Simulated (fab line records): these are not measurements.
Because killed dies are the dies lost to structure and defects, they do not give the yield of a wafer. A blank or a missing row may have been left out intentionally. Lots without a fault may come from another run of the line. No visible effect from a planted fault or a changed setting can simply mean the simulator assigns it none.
Matching of chambers -- flow n5_finfet -- 3 sister chambers for N5_BEOL_M2_DEP_57 on pecvd-02
The step deposits SiCN from 3MS/NH3, target thk 8 nm, time 14 s. 16 wafers are shown with their chamber, then 8 later ones without.

== WAFERS PAIRED WITH THEIR CHAMBERS ==
wafer,chamber,showerhead_plenum_p_Torr (Torr),throttle_valve_pct (%),chamber_pressure_Torr (Torr)
L074.2,2,3.633,9.1,3.004
L074.3,1,3.684,9.3,3.017
L074.4,1,3.673,8.8,3.010
L077.3,2,3.642,9.2,2.999
L077.4,1,3.676,9.1,3.004
L077.5,2,3.638,9.2,3.007
L087.3,0,3.673,9.2,3.002
L087.4,1,3.688,9.2,2.988
L087.5,0,3.674,9.2,3.001
L089.1,1,3.684,8.9,3.000
L089.3,0,3.661,9.5,3.001
L089.4,2,3.632,9.0,2.993
L090.1,1,3.679,9.2,3.002
L090.2,0,3.683,9.5,2.998
L090.6,1,3.681,9.1,2.987
L092.1,2,3.643,9.3,2.996

SIGNATURES (averages over the wafers above)
reading,chamber 0,chamber 1,chamber 2,scatter within a chamber
showerhead_plenum_p_Torr,3.67275,3.68071,3.63760,0.00624
throttle_valve_pct,9.350,9.086,9.160,0.159
chamber_pressure_Torr,3.00050,3.00114,2.99980,0.0081
Rule: distance of a wafer from a chamber = root of the sum over the readings of ((wafer's reading minus chamber's mean) / reading's scatter) squared. The wafer belongs to the nearest chamber; if the next one is less than 2 further off, it can't be placed. The scatter: take each reading less its chamber's mean, square it, sum over the shown wafers, divide by the number of wafers less the number of chambers, and take the root.

== WAFERS WITH NO CHAMBER GIVEN ==
wafer,showerhead_plenum_p_Torr (Torr),throttle_valve_pct (%),chamber_pressure_Torr (Torr)
L092.3,3.684,8.8,3.005
L092.6,3.628,9.3,2.999
L094.2,3.631,9.1,2.998
L094.3,3.674,9.6,3.002
L094.6,3.631,9.2,3.003
L095.1,3.679,9.4,3.011
L095.2,3.687,8.9,2.997
L095.3,3.627,9.2,3.012

== THE CHAMBER EACH PASSED THROUGH ==
wafer,from the rows above,in truth
L092.3,1,1
L092.6,2,2
L094.2,2,2
L094.3,can't be placed: 0 or 1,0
L094.6,2,2
L095.1,can't be placed: 0 or 1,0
L095.2,1,1
L095.3,2,2
Correctly placed: 6 of 8. Can't be placed from these rows: 2 (the true chamber is among the candidates in 2). Placed wrongly: 0.
